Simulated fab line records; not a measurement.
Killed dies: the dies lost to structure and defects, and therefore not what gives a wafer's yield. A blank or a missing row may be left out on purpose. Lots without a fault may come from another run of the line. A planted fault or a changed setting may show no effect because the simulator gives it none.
8D (eight disciplines) problem report, filled in by code + flow n5Finfet + the parts of the form that need people (team, actions taken, sign-off) are left out

1. WHAT WENT WRONG
Wafers without a fault read 532.7 W, standard deviation 1.7; rfFwdPowerW at N5_PASSIVATION_PASS_ETCH_74 reads a mean of 405.7 W on 3 wafers belonging to 2 lots. Measured from the usual mean, that is -75 standard deviations.
The step: etches SiNx in CF4/O2, target depth 220 nm, time 110 s.
Earliest sighting: wafer L282.3 on rieDiel-02 at day 17 04:25. The record holds 30 wafers of 10 lots with a number at this step. By rule, "out" or "out of limits" means more than 4 standard deviations away from the usual mean. Any other wafer with a number is counted as sound.

2. WHAT IT IS AND WHAT IT IS NOT
| question                    | is                     | is not                                                                      |
|-----------------------------|------------------------|-----------------------------------------------------------------------------|
| which readings at this step | rfFwdPowerW, rfVppV    | drypumpMotorCurrentA, oesProductAu, showerheadPlenumPTorr, throttleValvePct |
| which lots                  | L282, L284             | L263, L264, L267, L273, L276, L277, L279, L280                              |
| which wafers of those lots  | L282.3, L282.5, L284.4 | L282.6, L284.1, L284.2                                                      |
| read on which tools         | rieDiel-02             | rieDiel-03, rieDiel-04                                                      |
| when                        | from day 17 04:25      | up to then (25 sound wafers); but 2 sound wafers of L284 came after         |

3. WHAT RULES OUT EACH SUSPECT
Counting: a tool at a process step up to the reading stays a suspect if it ran every lot that is out. Sound lots after the first of them don't rule it out here, since some wafers of a struck lot are sound.
- rieDiel-02 at N5_PASSIVATION_PASS_ETCH_74 (etches SiNx in CF4/O2, target depth 220 nm, time 110 s): kept. It processed each lot that is out (first: L282, day 17 04:25); up to then, its last sound lot is L280 (day 16 21:23). On those wafers its own readings are out: rfFwdPowerW, rfVppV.
- In rieDiel-02 at N5_PASSIVATION_PASS_ETCH_74, the wafers that are out were processed in chamber 2 and their sound lot-mates in chambers 1, 3.
The count leaves rieDiel-02 at N5_PASSIVATION_PASS_ETCH_74.

4. THE CAUSE (what the simulator had put in)
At N5_PASSIVATION_PASS_ETCH_74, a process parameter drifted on rieDiel-02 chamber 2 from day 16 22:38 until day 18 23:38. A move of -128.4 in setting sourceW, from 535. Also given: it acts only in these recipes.
Counting left only this tool.

5. THE EFFECT CHAIN, in route order
Rows list readings where the struck wafers' mean (over those with a number) sits beyond 3 standard deviations from the usual. Only readings for which the record gives a usual standard deviation are gone through. hours: the time from each lot's start at the first step in this table that gives one to its start at this step, as a median over the lots. sigmas: the change in usual standard deviations.
| hours | step                        | reading       | usual     | on struck wafers | change | sigmas |
|-------|-----------------------------|---------------|-----------|------------------|--------|--------|
| 0     | N5_PASSIVATION_PASS_ETCH_74 | oes_f_703_au  | 0.76 a.u. | 0.49             | -0.27  | -3.3   |
| 0     | N5_PASSIVATION_PASS_ETCH_74 | rfFwdPowerW   | 532.7 W   | 405.7            | -127.0 | -75    |
| 0     | N5_PASSIVATION_PASS_ETCH_74 | rfVppV        | 242 V     | 278              | +36    | +12    |
| 7     | N5_PASSIVATION_PROBE_49     | killedAtOther | 4.1       | 13.0             | +8.9   | +3.3   |
Its process steps:
- N5_PASSIVATION_PASS_ETCH_74: etches SiNx in CF4/O2, target depth 220 nm, time 110 s.
- N5_PASSIVATION_PROBE_49

6. WHAT WOULD HAVE CAUGHT IT SOONER
In this record the first reading out of limits was taken at day 17 04:25, 6 hours after the fault began at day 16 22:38.
